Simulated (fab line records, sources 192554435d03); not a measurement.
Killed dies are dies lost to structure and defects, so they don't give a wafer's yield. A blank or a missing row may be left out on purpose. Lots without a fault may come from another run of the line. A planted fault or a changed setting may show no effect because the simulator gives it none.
fab line records | flow n5_finfet
record lots=6 wafers=18 last_day=18
route steps=1938 shown MOL_CONTACT_COAG@550 PASSIVATION@1936
lots that met no fault: from a run of the same line without faults
start_h: hours from the record's first day to the start of the lot's first wafer shown | wait_h: hours since the lot's step before | " the same as in the row above | L1.1+2: a row that stands for several wafers | - no value, or no start given | * or withheld: withheld | < > ~ a bound
route shown NAME@n: a module of which the file shows steps, and the number in the route of the first | usual: mean/standard deviation of fault-free wafers | same: alike in all rows | chamber/n: place in a boat | sites: the reading at each site | _std_site: their standard deviation | _edge_site: outer sites' mean less inner sites' | radius_mm: how far each site lies from the wafer's centre | mask NAME#n: copy n | behind: the tool/chamber that last shaped the wafer | hold: why the lot was held/for how many hours/how that ended | device: the transistor (n, p or np) that didn't switch | end of line: the same wafers' tests at the end of the route | a step without rows: its recipe alone | killed: dies lost to structure and defects at the first sort, not the wafer's yield | map: a wafer's dies, x killed, . not, _ none there
set.NAME: the setting as run; set.NAME@STEP: as run at that earlier step | model.NAME: the simulator's own value behind a step, which no gauge read
lots at some steps of the route; a table a step, a row a wafer
services: from which hour (start_h, from the record's first day; less than 0 if before it) a tool's chamber was out of use, for how many hours, and why
## steps
# step N5_MOL_CONTACT_COAG_PRE_CLEAN_142
# recipe gas=H2/He time_s=60 temp_c=300
# step N5_MOL_CONTACT_COAG_SPUTTER_130
# recipe material=Co target_thk_a=475 temp_c=25 chamber_pressure_pa=0.5 power_w=3000
# usual throttle_valve_pct=30.2/0.68
# columns lot.wafer tool chamber start_h wait_h throttle_valve_pct
L595.3 pvd_sputter-02 - 109.64 0.0 30.4
L595.4 " - " " 30.0
L595.6 " - " " 31.4
L597.1 pvd_sputter-01 - 120.82 0.0 29.9
L597.2 " - " " 30.2
L597.4 " - " " 30.2
L600.4 pvd_sputter-02 - 138.31 0.0 30.1
L600.5 " - " " 30.3
L600.6 " - " " 30.0
L612.2 pvd_sputter-03 - 210.25 0.0 31.8
L612.4 " - " " 29.4
L612.6 " - " " 30.1
L614.1 pvd_sputter-01 - 219.21 0.0 29.6
L614.4 " - " " 30.3
L614.6 " - " " 30.1
L615.1 pvd_sputter-01 - 228.06 0.0 30.2
L615.3 " - " " 30.5
L615.5 " - " " 29.7
# step N5_MOL_CONTACT_COAG_PRECLEAN_125
# recipe chemistry=DIW time_s=57.5 temp_c=23
# step N5_MOL_CONTACT_COAG_SRD_126
# recipe dry_time_s=32 dry=n2_spin spin_rpm=1500
# step N5_MOL_CONTACT_COAG_CMP_23
# recipe stop_on=SiO2 t_overpolish_s=1.5 post_cmp_clean=cu_alkaline down_force_psi=2 platen_rpm=50.289 pad_velocity_m_s=1.0006 target_thk_nm=0
# step N5_MOL_CONTACT_COAG_WET_ETCH_26
# recipe target=Co target_depth_nm=13
# step N5_MOL_CONTACT_COAG_WET_ETCH_116
# recipe chemistry=SC1-inhibited target_depth_nm=4.6 dry=ipa_marangoni rinse_time_s=30 rinse_temp_c=23
# step N5_MOL_CONTACT_COAG_ALD_27
# recipe material=SiOC target_thk_a=170 temp_c=400 ald_precursor_family=carbosiloxane ald_co_reactant=H2-plasma pulse_time_s=1.5 time_s=2720 purge_time_s=2 co_reactant_purge_time_s=2 ald_cycles=340 pressure_torr=2
# usual ald_cycles=340/0 heater_power_w=816/70 precursor_pulse_height_rel=1.000/0.019
# same time_s=2720
# columns lot.wafer tool chamber start_h wait_h ald_cycles heater_power_w precursor_pulse_height_rel
L595.3 ald_sin-02 3 110.68 0.0 340 809 0.984
L595.4 " 1 " " 340 843 1.007
L595.6 " 3 " " 340 804 1.024
L597.1 ald_sin-01 3 121.82 0.0 340 947 1.015
L597.2 " 1 " " 340 760 0.961
L597.4 " 2 " " 340 853 1.033
L600.4 ald_sin-01 1 139.48 0.2 340 784 0.998
L600.5 " 3 " " 340 940 1.026
L600.6 " 0 " " 340 847 0.995
L612.2 ald_sin-03 3 211.27 0.0 340 788 0.981
L612.4 " 2 " " 340 949 0.979
L612.6 " 0 " " 340 726 0.976
L614.1 ald_sin-02 2 220.21 0.0 340 830 1.022
L614.4 " 2 " " 340 822 0.973
L614.6 " 1 " " 340 840 1.008
L615.1 ald_sin-02 1 229.14 0.0 340 839 0.997
L615.3 " 0 " " 340 702 1.000
L615.5 " 1 " " 340 838 0.993
# step N5_MOL_CONTACT_COAG_CMP_28
# recipe stop_on=SiNx t_overpolish_s=0.85 post_cmp_clean=alkaline_brush down_force_psi=4.15 platen_rpm=51.8 pad_velocity_m_s=1.0307 target_thk_nm=14.522
# step N5_MOL_CONTACT_COAG_THK_MEAS_29
# recipe reads=SiNx_of_GATE_CUT_PECVD_57+SiNx_of_GATE_CUT_SAC_CAP_01
# usual MD_CAP_THK=17.91/0.082
# columns lot.wafer tool chamber start_h wait_h MD_CAP_THK[nm]
L595.3 film_metro-01 - 112.54 - 17.83
L595.4 " - " " 18.02
L595.6 " - " " 17.91
L597.1 film_metro-02 - 123.68 - 17.87
L597.2 " - " " 17.94
L597.4 " - " " 17.98
L600.4 film_metro-02 - 141.35 - 17.80
L600.5 " - " " 17.85
L600.6 " - " " 17.88
L612.2 film_metro-02 - 213.14 - 17.99
L612.4 " - " " 18.04
L612.6 " - " " 17.88
L614.1 film_metro-02 - 222.07 - 17.81
L614.4 " - " " 17.95
L614.6 " - " " 17.84
L615.1 film_metro-01 - 231.05 - 18.02
L615.3 " - " " 17.98
L615.5 " - " " 17.94
# step N5_MOL_CONTACT_COAG_ALD_123
# recipe material=SiNx target_thk_a=50 temp_c=400 ald_precursor_family=SiH2I2 ald_co_reactant=N2/H2-plasma pulse_time_s=1 purge_time_s=2 co_reactant_purge_time_s=2 ald_cycles=100 pressure_torr=2
# usual ald_cycles=100/0 heater_power_w=832/75 precursor_pulse_height_rel=1.001/0.021
# columns lot.wafer tool chamber start_h wait_h ald_cycles heater_power_w precursor_pulse_height_rel model.SiNx_of_MOL_CONTACT_COAG_ALD_123.thk_nm
L595.3 ald_sin-03 2 112.58 0.0 100 957 0.995 5
L595.4 " 0 " " 100 747 1.062 5
L595.6 " 1 " " 100 918 1.018 5
L597.1 ald_sin-01 3 123.72 0.0 100 907 0.965 5
L597.2 " 2 " " 100 870 1.003 5
L597.4 " 0 " " 100 858 0.998 5
L600.4 ald_sin-01 3 141.38 0.0 100 935 1.022 5
L600.5 " 2 " " 100 852 1.009 5
L600.6 " 3 " " 100 936 0.992 5
L612.2 ald_sin-03 2 213.17 0.0 130 1000 1.016 6.6
L612.4 " 1 " " 130 898 0.989 6.6
L612.6 " 2 " " 130 956 0.993 6.6
L614.1 ald_sin-03 0 222.11 0.0 130 738 1.032 6.4
L614.4 " 1 " " 130 913 0.982 6.4
L614.6 " 0 " " 130 726 0.999 6.4
L615.1 ald_sin-01 1 231.09 0.0 100 789 0.996 5
L615.3 " 0 " " 100 872 0.994 5
L615.5 " 1 " " 100 782 1.031 5
# step N5_MOL_CONTACT_COAG_PECVD_31
# recipe material=SiO2 target_thk_a=460 temp_c=400 precursor=TEOS/O2 pressure_torr=6.5 rf_w=withheld teos_flow_sccm=withheld gas=O2 flow_sccm=2650 time_s=8.9
# step N5_MOL_CONTACT_COAG_COAT_75
# recipe resist=SOC temp_c=250 time_s=60 spin_rpm=1500 resist_thk_nm=60
# step N5_MOL_CONTACT_COAG_COAT_76
# recipe resist=SiARC temp_c=220 time_s=60 spin_rpm=1500 resist_thk_nm=10
# step N5_MOL_CONTACT_COAG_COAT_77
# recipe resist=underlayer temp_c=205 time_s=60 spin_rpm=1500 resist_thk_nm=10
# step N5_MOL_CONTACT_COAG_COAT_78
# recipe resist=CAR-EUV spin_rpm=1500 resist_thk_nm=40
# step N5_MOL_CONTACT_COAG_EBR_80
# recipe solvent=PGMEA ebr_width_mm=1.5
# step N5_MOL_CONTACT_COAG_SOFTBAKE_79
# recipe temp_c=110 time_s=60 resist=CAR-EUV
# step N5_MOL_CONTACT_COAG_EXPOSE_81
# recipe mask_id=VG na=0.33 source_shape=annular sigma_inner=0.3 sigma_outer=0.7 polarization=unpolarized defocus_nm=0 dose_mj=59.5
# step N5_MOL_CONTACT_COAG_PEB_82
# recipe peb_temp_c=100 peb_time_s=60 resist=CAR-EUV
# step N5_MOL_CONTACT_COAG_DEVELOP_83
# recipe develop_time_s=30 developer=TMAH resist=CAR-EUV rinse_liquid=surfactant_rinse dry=air_spin dev_temp_c=23
# step N5_MOL_CONTACT_COAG_CD_MEAS_84
# recipe target_cd_nm=25.1 landing_energy_ev=500 detector=se_inlens polarity=opening
# usual cd_nm=25.10/0.25
# same landing_energy_ev=500
# columns lot.wafer tool chamber start_h wait_h cd_nm
L595.3 cd_sem-01 0 113.42 - 25.09
L595.4 " 0 " " 25.31
L595.6 " 0 " " 24.82
L597.1 cd_sem-01 0 124.56 - 25.40
L597.2 " 0 " " 25.37
L597.4 " 0 " " 25.17
L600.4 cd_sem-02 0 142.35 - 25.41
L600.5 " 0 " " 25.03
L600.6 " 0 " " 24.80
L612.2 cd_sem-03 0 214.03 - 25.03
L612.4 " 0 " " 25.32
L612.6 " 0 " " 25.28
L614.1 cd_sem-02 0 222.95 - 25.17
L614.4 " 0 " " 24.91
L614.6 " 0 " " 25.10
L615.1 cd_sem-01 0 232.06 - 24.93
L615.3 " 0 " " 24.96
L615.5 " 0 " " 25.16
# step N5_MOL_CONTACT_COAG_OVL_MEAS_85
# recipe points_per_wafer=522
# usual VG_OVL=0.2/0.55
# columns lot.wafer tool chamber start_h wait_h VG_OVL[nm]
L595.3 overlay-02 0 113.46 0.0 -1.1
L595.4 " 0 " " 0.1
L595.6 " 0 " " 0.3
L597.1 overlay-01 0 124.59 0.0 0.6
L597.2 " 0 " " -0.4
L597.4 " 0 " " -0.1
L600.4 overlay-01 0 142.39 0.0 -0.2
L600.5 " 0 " " -0.5
L600.6 " 0 " " -0.1
L612.2 overlay-02 0 214.06 0.0 0.1
L612.4 " 0 " " 0.2
L612.6 " 0 " " 0.5
L614.1 overlay-01 0 222.98 0.0 -0.1
L614.4 " 0 " " 0.6
L614.6 " 0 " " 0.7
L615.1 overlay-01 0 232.09 0.0 0.7
L615.3 " 0 " " 0.4
L615.5 " 0 " " 0.4
# step N5_MOL_CONTACT_COAG_INSPECT_57
# recipe mode=adi inspect_instrument=brightfield
# usual raw_defect_count=211/51
# columns lot.wafer tool chamber start_h wait_h raw_defect_count
L595.3 defect_inspect-01 - 113.51 0.0 273
L595.4 " - " " 198
L595.6 " - " " 225
L597.1 defect_inspect-01 - 124.65 0.1 204
L597.2 " - " " 274
L597.4 " - " " 179
L600.4 defect_inspect-01 - 142.44 0.0 208
L600.5 " - " " 233
L600.6 " - " " 206
L612.2 defect_inspect-01 - 214.12 0.0 205
L612.4 " - " " 201
L612.6 " - " " 185
L614.1 defect_inspect-02 - 223.04 0.1 135
L614.4 " - " " 183
L614.6 " - " " 181
L615.1 defect_inspect-02 - 232.15 0.1 179
L615.3 " - " " 178
L615.5 " - " " 165
# step N5_MOL_CONTACT_COAG_DESCUM_88
# recipe chemistry=O2 time_s=7 source_power_w=50 bias_power_w=20 pressure_mtorr=20 rf_frequency_hz=2.712e+07 temp_c=40 resist=CAR-EUV o2_flow_sccm=225
# step N5_MOL_CONTACT_COAG_ETCH_89
# recipe chemistry=N2/H2 target=underlayer target_depth_a=130 mask_material=CAR-EUV time_s=10.4 ion_energy_ev=200 pressure_mtorr=30 source_w=840 bias_w=150 n2_flow_sccm=200 h2_flow_sccm=200 ends=cleared
# usual drypump_motor_current_A=5.6/0.65 etch_rf_on_time_s=10.36/0.22 oes_product_au=0.70/0.08 rf_vpp_V=522.6/2.3 showerhead_plenum_p_Torr=2.50/0.074 throttle_valve_pct=17.89/0.25
# columns lot.wafer tool chamber start_h wait_h drypump_motor_current_A etch_rf_on_time_s oes_product_au rf_hours_counter_h rf_vpp_V showerhead_plenum_p_Torr throttle_valve_pct
L595.3 rie_diel-04 2 113.58 0.0 5.9 10.24 0.62 201 523.6 2.52 18.06
L595.4 " 3 " " 5.7 9.99 0.77 40 523.3 2.47 17.88
L595.6 " 0 " " 5.5 10.54 0.66 - 520.5 2.45 17.86
L597.1 rie_diel-06 3 124.72 0.0 6.7 10.90 0.59 246 523.8 2.50 18.15
L597.2 " 0 " " 5.2 10.57 0.74 40 522.5 2.49 17.86
L597.4 " 1 " " 4.9 10.47 0.71 73 521.5 2.48 17.86
L600.4 rie_diel-06 0 142.51 0.0 5.2 10.66 0.73 - 524.3 2.49 17.89
L600.5 " 1 " " 4.8 10.23 0.72 - 521.9 2.48 17.86
L600.6 " 2 " " 5.4 10.59 0.61 - 519.6 2.43 18.18
L612.2 rie_diel-03 1 214.18 0.0 6.5 10.33 0.58 240 520.3 2.42 18.32
L612.4 " 2 " " 4.8 10.14 0.76 44 521.7 2.50 17.62
L612.6 " 3 " " 6.5 10.06 0.76 - 529.9 2.69 17.47
L614.1 rie_diel-04 2 223.10 0.0 5.8 10.41 0.58 244 522.9 2.51 18.16
L614.4 " 3 " " 5.7 10.26 0.71 81 521.3 2.45 17.96
L614.6 " 3 " " 5.7 10.27 0.71 - 521.6 2.45 17.97
L615.1 rie_diel-04 3 232.30 0.0 5.6 10.17 0.71 84 520.3 2.45 17.99
L615.3 " 1 " " 6.1 10.04 0.72 69 523.8 2.48 17.63
L615.5 " 3 " " 5.7 10.22 0.71 - 521.3 2.45 17.98
# step N5_MOL_CONTACT_COAG_ETCH_90
# recipe chemistry=CF4 target=SiARC target_depth_a=130 mask_material=CAR-EUV time_s=21.7 ion_energy_ev=80 pressure_mtorr=40 source_w=545 bias_w=36 Ar_flow_sccm=100 cf4_flow_sccm=100 ends=cleared
# step N5_MOL_CONTACT_COAG_ALD_131
# recipe material=SiO2 target_thk_a=50 temp_c=100 ald_precursor_family=BDEAS ald_co_reactant=O2-plasma pulse_time_s=1 co_reactant_pulse_time_s=1 purge_time_s=2 co_reactant_purge_time_s=2 ald_cycles=35 pressure_torr=2
# step N5_MOL_CONTACT_COAG_ETCHBACK_132
# recipe chemistry=CHF3 target=SiO2 target_depth_a=100 time_s=6.7 ion_energy_ev=200 pressure_mtorr=30 source_w=610 bias_w=170 Ar_flow_sccm=200 CHF3_flow_sccm=50
# usual drypump_motor_current_A=5.7/0.61 oes_product_au=0.82/0.094 rf_vpp_V=520/10 showerhead_plenum_p_Torr=2.34/0.074 throttle_valve_pct=18.73/0.26
# same time_s=6.7
# columns lot.wafer tool chamber start_h wait_h drypump_motor_current_A oes_product_au rf_hours_counter_h rf_vpp_V showerhead_plenum_p_Torr throttle_valve_pct
L595.3 rie_diel-04 2 113.86 0.1 5.9 0.71 201 512 2.37 18.97
L595.4 " 1 " " 6.1 0.89 31 512 2.31 18.38
L595.6 " 1 " " 6.1 0.90 - 511 2.31 18.36
L597.1 rie_diel-03 3 125.00 0.1 6.5 1.00 1 540 2.55 18.47
L597.2 " 0 " " 5.0 0.92 20 519 2.44 18.83
L597.4 " 1 " " 6.6 0.68 209 505 2.27 19.01
L600.4 rie_diel-06 1 142.80 0.1 4.8 0.84 - 530 2.31 18.70
L600.5 " 2 " " 5.4 0.71 - 514 2.27 18.95
L600.6 " 0 " " 5.1 0.85 - 529 2.34 18.75
L612.2 rie_diel-03 2 214.46 0.1 4.8 0.88 44 536 2.31 18.23
L612.4 " 0 " " 5.0 0.85 51 519 2.43 18.87
L612.6 " 0 " " 5.0 0.85 - 519 2.43 18.89
L614.1 rie_diel-06 1 223.57 0.2 4.8 0.81 109 530 2.30 18.75
L614.4 " 2 " " 5.4 0.70 239 513 2.26 19.00
L614.6 " 2 " " 5.4 0.70 - 512 2.26 18.99
L615.1 rie_diel-06 3 232.58 0.1 6.7 0.91 30 517 2.32 18.67
L615.3 " 2 " " 5.4 0.69 241 513 2.26 18.99
L615.5 " 3 " " 6.7 0.91 - 517 2.32 18.67
# step N5_MOL_CONTACT_COAG_ETCH_91
# recipe chemistry=N2/H2 target=SOC target_depth_a=600 overetch_a=210 mask_material=SiARC temp_c=40 time_s=101.2 ion_energy_ev=200 pressure_mtorr=30 source_w=840 bias_w=150 n2_flow_sccm=200 h2_flow_sccm=200
# step N5_MOL_CONTACT_COAG_STRIP_92
# recipe chemistry=N2/H2 temp_c=40 n2_flow_sccm=200 h2_flow_sccm=200 rf_frequency_hz=6e+07
# step N5_MOL_CONTACT_COAG_STRIP_93
# recipe chemistry=N2/H2 temp_c=40 n2_flow_sccm=200 h2_flow_sccm=200 rf_frequency_hz=6e+07
# step N5_MOL_CONTACT_COAG_ETCHBACK_135
# recipe chemistry=CHF3 target=SiO2 target_depth_a=250 time_s=16.7 ion_energy_ev=200 pressure_mtorr=30 source_w=610 bias_w=170 Ar_flow_sccm=200 CHF3_flow_sccm=50
# step N5_MOL_CONTACT_COAG_STRIP_118
# recipe chemistry=CHF3 resist=SiARC rf_frequency_hz=6e+07
# step N5_MOL_CONTACT_COAG_VIA_ETCH_46
# recipe chemistry=C4F6/O2 target_depth_a=460 overetch_a=92 mask_material=SOC target=SiO2 bias_w=455 pressure_mtorr=10 time_s=40 source_w=325 Ar_flow_sccm=300 C4F6_flow_sccm=10 O2_flow_sccm=10 ion_energy_ev=575.3 ends=end_point
# step N5_MOL_CONTACT_COAG_STRIP_96
# recipe chemistry=N2/H2 power_w=500 temp_c=40 pressure_mtorr=50 rf_frequency_hz=6e+07 overash_fraction=0.3 bias_power_w=28 h2_frac=0.5 n2_flow_sccm=300 h2_flow_sccm=300
# step N5_MOL_CONTACT_COAG_ETCH_47
# recipe chemistry=CH3F/O2 target=SiNx target_depth_a=270 mask_material=SiO2 stop_on=W over_etch_frac=0.2 ion_energy_ev=120 endpoint=OES-CN pressure_mtorr=30 source_w=395 bias_w=73 Ar_flow_sccm=150 CH3F_flow_sccm=30 O2_flow_sccm=20 ends=end_point
# step N5_MOL_CONTACT_COAG_STRIP_119
# recipe chemistry=N2/H2 time_s=30 power_w=1000 temp_c=250 pressure_mtorr=withheld n2_flow_sccm=1750 h2_flow_sccm=3250
# usual drypump_motor_current_A=5.78/0.11 heater_power_w=296/14
# same time_s=30
# columns lot.wafer tool chamber start_h wait_h drypump_motor_current_A heater_power_w rf_hours_counter_h
L595.3 plasma_asher-02 1 114.22 0.1 5.92 300 -
L595.4 " 0 " " 5.67 272 -
L595.6 " 1 " " 5.93 296 -
L597.1 plasma_asher-01 1 125.34 0.1 5.66 305 43
L597.2 " 0 " " 5.80 303 43
L597.4 " 0 " " 5.82 307 -
L600.4 plasma_asher-01 0 143.15 0.0 5.83 311 -
L600.5 " 1 " " 5.68 301 -
L600.6 " 0 " " 5.80 313 -
L612.2 plasma_asher-02 0 214.81 0.1 5.68 269 117
L612.4 " 1 " " 5.94 299 -
L612.6 " 1 " " 5.95 302 -
L614.1 plasma_asher-01 1 223.94 0.1 5.68 297 63
L614.4 " 1 " " 5.65 300 -
L614.6 " 0 " " 5.81 303 -
L615.1 plasma_asher-01 1 232.92 0.1 5.66 305 67
L615.3 " 1 " " 5.64 299 -
L615.5 " 1 " " 5.65 305 -
# step N5_MOL_CONTACT_COAG_PRECLEAN_144
# recipe chemistry=alkaline_clean temp_c=60 time_s=60 do_ppb=50
# step N5_MOL_CONTACT_COAG_SRD_145
# recipe dry=ipa_marangoni time_s=30 temp_c=23 rinse_liquid=diw
# step N5_MOL_CONTACT_COAG_ETCH_124
# recipe chemistry=CH3F/O2 target=SiNx target_depth_a=65 mask_material=SOC stop_on=SiOC over_etch_frac=0.3 ion_energy_ev=120 pressure_mtorr=30 source_w=395 bias_w=73 Ar_flow_sccm=150 CH3F_flow_sccm=30 O2_flow_sccm=20 ends=end_point
# usual drypump_motor_current_A=5.6/0.7 oes_product_au=0.71/0.076 rf_vpp_V=296/6.2 showerhead_plenum_p_Torr=1.97/0.07 throttle_valve_pct=16.31/0.26
# columns lot.wafer tool chamber start_h wait_h drypump_motor_current_A oes_product_au rf_hours_counter_h rf_vpp_V showerhead_plenum_p_Torr throttle_valve_pct model.etch.depth_nm
L595.3 rie_diel-03 1 116.03 0.0 6.6 0.60 206 286 1.91 16.60 5.027
L595.4 " 1 " " 6.6 0.60 - 288 1.91 16.58 5.007
L595.6 " 0 " " 5.0 0.79 - 295 2.06 16.41 5.022
L597.1 rie_diel-03 2 126.43 0.0 4.8 0.81 11 303 1.95 15.79 5.024
L597.2 " 0 " " 5.0 0.79 20 295 2.05 16.42 5.007
L597.4 " 1 " " 6.6 0.60 209 286 1.91 16.61 4.993
L600.4 rie_diel-06 2 144.57 0.0 5.4 0.62 - 292 1.90 16.56 4.987
L600.5 " 1 " " 4.9 0.71 - 301 1.94 16.28 4.978
L600.6 " 0 " " 5.2 0.73 - 301 1.96 16.30 4.988
L612.2 rie_diel-03 3 215.96 0.0 6.5 0.87 35 306 2.14 16.11 6.529
L612.4 " 0 " " 5.0 0.85 52 293 2.04 16.48 6.5
L612.6 " 0 " " 5.0 0.86 - 295 2.04 16.49 6.483
L614.1 rie_diel-06 1 225.26 0.0 4.9 0.79 109 299 1.93 16.34 6.475
L614.4 " 3 " " 6.7 0.91 27 293 1.95 16.22 6.34
L614.6 " 0 " " 5.2 0.81 - 300 1.95 16.32 6.395
L615.1 rie_diel-03 3 234.28 0.0 6.5 0.74 41 306 2.13 16.12 5.024
L615.3 " 2 " " 4.8 0.74 50 303 1.94 15.86 5.025
L615.5 " 2 " " 4.8 0.73 - 304 1.94 15.85 5.009
# step N5_PASSIVATION_PROBE_49
# usual defect_limited_yield=91.0/1.3 killed_at_M0_to_M3=36/9.5 killed_at_M4_up=14/5.6 killed_at_contacts=12/6.4 killed_at_front_end=40/10 killed_at_other=3.2/3 killed_dies=107/15 killed_open=69/12 killed_short=35/7.7 sort_bin_5_function=5.3/0.91 sort_bin_6_memory=3.3/0.65 sort_n_pass=1073/15 sort_yield_pct=91.0/1.3
# same gross_dies=1180 killed_at_back_side=0 sort_bin_4_leakage[%]=0 sort_bin_8_speed[%]=0
# columns lot.wafer tool chamber start_h wait_h defect_limited_yield[%] killed_at_M0_to_M3 killed_at_M4_up killed_at_contacts killed_at_front_end killed_at_other killed_dies killed_open killed_short sort_bin_5_function[%] sort_bin_6_memory[%] sort_n_pass sort_yield_pct[%]
L595.3 prober-02 - 275.84 0.1 90.5 37 10 19 44 2 112 68 43 5.9 3.2 1068 90.5
L595.4 prober-02 - 275.89 0.2 92.4 32 9 13 34 2 90 55 29 3.9 2.9 1090 92.4
L595.6 prober-02 - 275.99 0.3 92.6 40 7 6 32 2 87 52 34 4.2 2.8 1093 92.6
L597.1 prober-02 - 291.74 0.0 90.6 41 11 21 32 6 111 70 38 6.5 2.6 1069 90.6
L597.2 prober-02 - 291.79 0.1 90.8 32 13 23 37 3 108 73 31 5.5 3.6 1072 90.8
L597.4 prober-02 - 291.89 0.2 89.6 39 12 12 49 11 123 71 44 5.8 3.4 1057 89.6
L600.4 prober-01 - 309.44 0.2 92.0 16 14 8 54 2 94 58 27 3.9 3.0 1086 92.0
L600.5 prober-01 - 309.49 0.2 90.8 41 14 7 42 5 109 78 29 5.3 3.3 1071 90.8
L600.6 prober-01 - 309.54 0.3 90.8 35 12 11 47 4 109 60 49 5.3 3.5 1071 90.8
L615.1 prober-01 - 421.58 0.0 89.5 37 21 5 60 1 124 75 41 6.1 3.6 1056 89.5
L615.3 prober-01 - 421.68 0.1 90.2 35 9 14 58 0 116 69 47 5.3 4.0 1064 90.2
L615.5 prober-01 - 421.78 0.2 90.3 46 17 2 49 0 114 72 33 5.8 3.1 1066 90.3
# killed by level:class
L595.3 FIN_SAQP:geometric_particle:short=15 MOL_CONTACT_COAG:geometric_particle:open=13 BEOL_M3:geometric_particle:open=11 FIN_SAQP:geometric_particle:open=8 BEOL_M1:geometric_particle:open=8 DUMMY_GATE:geometric_particle:open=6 BEOL_M3:geometric_particle:short=6 STI_FIN_REVEAL:geometric_particle:open=5
L595.4 BEOL_M0_SAQP:geometric_particle:short=11 MOL_CONTACT_COAG:geometric_particle:open=9 GATE_CUT:geometric_particle:short=6 BEOL_M2:geometric_particle:open=6 HKMG_FIN:area_etch=6 FIN_SAQP:geometric_particle:open=4 STI_FIN_REVEAL:geometric_particle:open=4 DUMMY_GATE:geometric_particle:open=4
L595.6 FIN_SAQP:geometric_particle:short=14 BEOL_M1:geometric_particle:open=11 BEOL_M0_SAQP:geometric_particle:open=7 BEOL_M3:geometric_particle:open=6 BEOL_M0_SAQP:geometric_particle:short=5 BEOL_M2:geometric_particle:open=5 GATE_CUT:geometric_particle:short=5 MOL_CONTACT_COAG:geometric_particle:open=5
L597.1 MOL_CONTACT_COAG:geometric_particle:open=20 BEOL_M0_SAQP:geometric_particle:short=14 BEOL_M0_SAQP:geometric_particle:open=11 STI_FIN_REVEAL:geometric_particle:open=9 BEOL_M4:geometric_particle:open=6 GATE_CUT:geometric_particle:short=5 BEOL_M1:geometric_particle:open=5 BEOL_M3:geometric_particle:open=4
L597.2 MOL_CONTACT_COAG:geometric_particle:open=18 BEOL_M3:geometric_particle:open=10 STI_FIN_REVEAL:geometric_particle:open=9 BEOL_M2:geometric_particle:open=9 MOL_CONTACT_COAG:geometric_particle:short=5 BEOL_M4:geometric_particle:open=5 FIN_SAQP:geometric_particle:open=4 BEOL_M2:geometric_particle:short=4
L597.4 STI_FIN_REVEAL:geometric_particle:open=15 BEOL_M0_SAQP:geometric_particle:open=14 BEOL_M0_SAQP:geometric_particle:short=11 FIN_SAQP:geometric_particle:short=10 MOL_CONTACT_COAG:geometric_particle:open=9 BEOL_M2:geometric_particle:open=9 PASS1_DEP:geometric_particle:open=6 HKMG_FIN:area_etch=6
L600.4 FIN_SAQP:geometric_particle:open=11 HKMG_FIN:area_etch=9 FIN_SAQP:geometric_particle:short=7 BEOL_M4:geometric_particle:open=7 STI_FIN_REVEAL:geometric_particle:open=6 MOL_CONTACT_COAG:geometric_particle:open=6 DUMMY_GATE:geometric_particle:open=5 BEOL_M3:geometric_particle:open=5
L600.5 FIN_SAQP:geometric_particle:open=11 BEOL_M3:geometric_particle:open=10 BEOL_M0_SAQP:geometric_particle:short=9 BEOL_M1:geometric_particle:open=8 DUMMY_GATE:geometric_particle:open=6 MOL_CONTACT_COAG:geometric_particle:open=6 STI_FIN_REVEAL:geometric_particle:open=5 GATE_CUT:geometric_particle:short=5
L600.6 FIN_SAQP:geometric_particle:short=11 MOL_CONTACT_COAG:geometric_particle:open=9 FIN_SAQP:geometric_particle:open=8 BEOL_M0_SAQP:geometric_particle:short=8 BEOL_M3:geometric_particle:open=8 BEOL_M3:geometric_particle:short=8 BEOL_M0_SAQP:geometric_particle:open=7 BEOL_M4:geometric_particle:open=7
L615.1 FIN_SAQP:geometric_particle:open=14 FIN_SAQP:geometric_particle:short=12 BEOL_M0_SAQP:geometric_particle:short=12 BEOL_M0_SAQP:geometric_particle:open=10 STI_FIN_REVEAL:geometric_particle:open=9 DUMMY_GATE:geometric_particle:open=8 BEOL_M1:geometric_particle:open=6 BEOL_M4:geometric_particle:open=6
L615.3 FIN_SAQP:geometric_particle:short=11 FIN_SAQP:geometric_particle:open=10 STI_FIN_REVEAL:geometric_particle:open=10 MOL_CONTACT_COAG:geometric_particle:open=10 BEOL_M0_SAQP:geometric_particle:short=10 BEOL_M2:geometric_particle:open=9 ILD0:geometric_particle:open=5 BEOL_M4:geometric_particle:open=5
L615.5 BEOL_M0_SAQP:geometric_particle:short=13 BEOL_M0_SAQP:geometric_particle:open=12 DUMMY_GATE:geometric_particle:open=9 FIN_SAQP:geometric_particle:open=8 STI_FIN_REVEAL:geometric_particle:open=8 BEOL_M4:geometric_particle:open=7 BEOL_M0:geometric_particle:open=7 HKMG_FIN:area_etch=7
## services
# columns tool chamber start_h hours kind
ald_sin-03 - 85.89 14.0 pm
ald_sin-01 - 95.73 5.5 repair
rie_diel-03 - 97.60 2.8 pm
rie_diel-03 3 101.64 - clean
rie_diel-03 3 101.64 - consumable_replace:focus_ring
rie_diel-03 3 101.64 - consumable_replace:showerhead
rie_diel-03 3 101.64 20.1 scheduled_down
rie_diel-03 3 101.64 20.1 vent_cycle
rie_diel-04 1 120.81 9.9 repair
rie_diel-06 3 135.20 - clean
rie_diel-06 3 135.20 - consumable_replace:focus_ring
rie_diel-06 3 135.20 16.4 scheduled_down
rie_diel-06 3 135.20 16.4 vent_cycle
rie_diel-04 0 148.13 8.1 repair
pvd_sputter-03 - 149.66 0.9 repair
plasma_asher-02 - 152.51 4.4 repair
ald_sin-01 - 176.75 14.0 pm
plasma_asher-01 - 181.70 2.5 repair
plasma_asher-01 - 190.16 5.4 repair
ald_sin-01 2 194.30 4.3 repair
ald_sin-02 0 197.62 23.9 repair
ald_sin-03 2 204.26 4.2 repair
ald_sin-02 - 206.28 1.0 repair
plasma_asher-02 - 224.38 9.2 repair
## key
first_sign step=N5_MOL_CONTACT_COAG_ALD_123 reading=ald_cycles direction=up sigmas=99+ usual=* struck=*
effect none on later readings
model_effect step=N5_MOL_CONTACT_COAG_ALD_123 value=SiNx_of_MOL_CONTACT_COAG_ALD_123.thk_nm without=5 struck=6.5
model_effect step=N5_MOL_CONTACT_COAG_ETCH_124 value=etch.depth_nm without=5.005 struck=6.454
met_at N5_MOL_CONTACT_COAG_ALD_123
struck_wafers L612.2,L612.4,L612.6,L614.1,L614.4,L614.6
rows_end L612.2,L612.4,L612.6,L614.1,L614.4,L614.6
onset_between 112.58 213.17
fault kind=process_parameter_drift tool=ald_sin-03 chamber=- onset_h=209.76 steps=N5_MOL_CONTACT_COAG_ALD_123 channel=ald_cycles offset=* shape=step acts_in=* stated=*
# rows_end: these wafers met a further fault down the route, and their rows from its step on are left out
